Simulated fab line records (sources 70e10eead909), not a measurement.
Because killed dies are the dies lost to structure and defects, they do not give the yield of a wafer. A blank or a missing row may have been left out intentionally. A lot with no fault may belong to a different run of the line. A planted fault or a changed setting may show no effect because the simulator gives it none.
Which of the tools did it? + flow nand harc + at 1 step of a route of 1302, 7 lots with 20 wafers sampled

## WHAT THE GAUGES READ, wafer by wafer
NHARC_P_STI_OVL_MEAS_10.
| lot  | measured    | on         | overlay x nm (nm) |
|------|-------------|------------|-------------------|
| L122 | day 3 10:47 | overlay-01 | -6 -6 -6          |
| L124 | day 4 03:44 | overlay-01 | 3 3 3             |
| L126 | day 4 22:00 | overlay-01 | 4 4 4             |
| L128 | day 5 22:19 | overlay-02 | 7 7 6             |
| L131 | day 7 02:24 | overlay-02 | -5 -5 -5          |
| L133 | day 7 20:17 | overlay-02 | 3 3 3             |
| L138 | day 9 23:41 | overlay-02 | -8 -9             |

## WHAT TOOL EACH LOT RAN ON (gives the tool, then ch and the chambers of the sampled wafers, and finally the start)
There is no process step in the record ahead of these readings.

## THE ANSWER, worked out from the rows above alone
Rule: the lots themselves supply what counts as usual. The widest of any qualifying gaps counts: lots, ordered by their means at a reading, are off when they make up no more than a third of the lots, leave a main group of 4 or more, and stand apart from it by 3 or more times the standard deviation of that group's means. Not used: any main group whose means are identical at the precision the tables above print for the reading. A lot without any number at a reading at which 4 lots or more have one is off too. The other lots that the step has rows for count as sound.
No lot is off on any of the readings shown, so nothing can be concluded from this.

## WHAT THE SIMULATOR HAD INSERTED
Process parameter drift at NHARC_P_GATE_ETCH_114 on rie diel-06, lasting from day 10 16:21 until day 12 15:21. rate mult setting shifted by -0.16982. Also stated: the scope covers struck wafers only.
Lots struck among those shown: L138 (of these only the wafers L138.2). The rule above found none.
